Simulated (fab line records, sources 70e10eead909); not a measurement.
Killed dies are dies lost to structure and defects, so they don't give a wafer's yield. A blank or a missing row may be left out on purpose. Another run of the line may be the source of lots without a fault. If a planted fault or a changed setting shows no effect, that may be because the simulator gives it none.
Which tool did it? / flow nand_harc / 12 lots, 36 wafers sampled, at 4 steps of a route of 1302

## WHAT EACH GAUGE READ, for each wafer
NHARC_P_M1_OVL_MEAS_10: pitch 260 nm.
lot=L075; measured=day 6 20:34; on=overlay-01; overlay_x_nm (nm)=0.1 0.2 0.2
lot=L077; measured=day 7 11:53; on=overlay-02; overlay_x_nm (nm)=-1.0 -1.3 -0.3
lot=L079; measured=day 8 11:32; on=overlay-02; overlay_x_nm (nm)=-1.4 -1.2 -1.0
lot=L081; measured=day 9 09:22; on=overlay-01; overlay_x_nm (nm)=0.8 0.9 0.2
lot=L083; measured=day 10 05:27; on=overlay-01; overlay_x_nm (nm)=-0.7 -0.1 -0.3
lot=L086; measured=day 11 04:07; on=overlay-01; overlay_x_nm (nm)=-0.2 -0.6 -0.5
lot=L087; measured=day 11 15:49; on=overlay-02; overlay_x_nm (nm)=0.1 0.2 -0.5
lot=L089; measured=day 12 18:42; on=overlay-01; overlay_x_nm (nm)=-0.9 -1.0 -0.5
lot=L091; measured=day 13 11:10; on=overlay-01; overlay_x_nm (nm)=-0.1 -0.2 -0.3
lot=L093; measured=day 13 20:45; on=overlay-01; overlay_x_nm (nm)=0.6 0.5 0.6
lot=L095; measured=day 14 21:04; on=overlay-01; overlay_x_nm (nm)=0.5 0.3 0.5
lot=L097; measured=day 15 20:58; on=overlay-02; overlay_x_nm (nm)=-0.6 -1.0 -0.9

## TOOL THAT RAN EACH LOT (tool first, then ch and the chambers of the sampled wafers, then the start)
lot=L075; NHARC_P_CONTACT_PVD_32=pvd_sputter-03, day 6 16:59 or earlier; NHARC_P_M0_STRIP_18=rie_diel-04 ch 1,2,3, day 6 16:59; NHARC_P_M0_PRE_CLEAN_29=pvd_sputter-02, day 6 20:34 or earlier
lot=L077; NHARC_P_CONTACT_PVD_32=pvd_sputter-01, day 7 08:18 or earlier; NHARC_P_M0_STRIP_18=rie_diel-06 ch 0,1, day 7 08:18; NHARC_P_M0_PRE_CLEAN_29=pvd_sputter-01, day 7 11:53 or earlier
lot=L079; NHARC_P_CONTACT_PVD_32=pvd_sputter-02, day 8 07:43 or earlier; NHARC_P_M0_STRIP_18=rie_diel-04 ch 0,1,2, day 8 07:43; NHARC_P_M0_PRE_CLEAN_29=pvd_sputter-02, day 8 11:32 or earlier
lot=L081; NHARC_P_CONTACT_PVD_32=pvd_sputter-03, day 9 05:49 or earlier; NHARC_P_M0_STRIP_18=rie_diel-01 ch 0,1,3, day 9 05:49; NHARC_P_M0_PRE_CLEAN_29=pvd_sputter-02, day 9 09:22 or earlier
lot=L083; NHARC_P_CONTACT_PVD_32=pvd_sputter-02, day 10 02:03 or earlier; NHARC_P_M0_STRIP_18=rie_diel-04 ch 1,2,3, day 10 02:03; NHARC_P_M0_PRE_CLEAN_29=pvd_sputter-03, day 10 05:27 or earlier
lot=L086; NHARC_P_CONTACT_PVD_32=pvd_sputter-02, day 11 00:35 or earlier; NHARC_P_M0_STRIP_18=rie_diel-04 ch 0,1,3, day 11 00:35; NHARC_P_M0_PRE_CLEAN_29=pvd_sputter-01, day 11 04:07 or earlier
lot=L087; NHARC_P_CONTACT_PVD_32=pvd_sputter-02, day 11 12:17 or earlier; NHARC_P_M0_STRIP_18=rie_diel-04 ch 0,1,3, day 11 12:17; NHARC_P_M0_PRE_CLEAN_29=pvd_sputter-03, day 11 15:49 or earlier
lot=L089; NHARC_P_CONTACT_PVD_32=pvd_sputter-01, day 12 15:08 or earlier; NHARC_P_M0_STRIP_18=rie_diel-04 ch 0,2, day 12 15:08; NHARC_P_M0_PRE_CLEAN_29=pvd_sputter-02, day 12 18:42 or earlier
lot=L091; NHARC_P_CONTACT_PVD_32=pvd_sputter-01, day 13 07:05 or earlier; NHARC_P_M0_STRIP_18=rie_diel-01 ch 2,3, day 13 07:05; NHARC_P_M0_PRE_CLEAN_29=pvd_sputter-02, day 13 11:10 or earlier
lot=L093; NHARC_P_CONTACT_PVD_32=pvd_sputter-03, day 13 17:10 or earlier; NHARC_P_M0_STRIP_18=rie_diel-04 ch 0,3, day 13 17:10; NHARC_P_M0_PRE_CLEAN_29=pvd_sputter-01, day 13 20:45 or earlier
lot=L095; NHARC_P_CONTACT_PVD_32=pvd_sputter-02, day 14 17:37 or earlier; NHARC_P_M0_STRIP_18=rie_diel-01 ch 2,3, day 14 17:37; NHARC_P_M0_PRE_CLEAN_29=pvd_sputter-02, day 14 21:04 or earlier
lot=L097; NHARC_P_CONTACT_PVD_32=pvd_sputter-02, day 15 17:23 or earlier; NHARC_P_M0_STRIP_18=rie_diel-06 ch 0,3, day 15 17:23; NHARC_P_M0_PRE_CLEAN_29=pvd_sputter-02, day 15 20:58 or earlier
- NHARC_P_CONTACT_PVD_32: deposits Ti, target thk 5 nm, time 17.7 s.
- NHARC_P_M0_STRIP_18: strips in N2/H2.
- NHARC_P_M0_PRE_CLEAN_29: time 30 s.

## THE ANSWER, worked out from the rows above alone
Rule: what is usual is taken from the lots themselves. Put in order of their means at a reading, lots are off if they are a third of the lots or fewer, leave a main group of 4 or more, and stand apart from it by a gap of 3 or more times the standard deviation of the main group's means; of several such gaps the widest counts. The tables above print the reading to a certain number of digits; a main group whose means all agree to those digits is not used. Also off: a lot with no number at a reading for which 4 or more lots have one. Where the step has rows for the other lots, those lots are counted as sound.
No lot is off on any of the readings shown, so nothing can be concluded from this.

## WHAT THE SIMULATOR PUT IN
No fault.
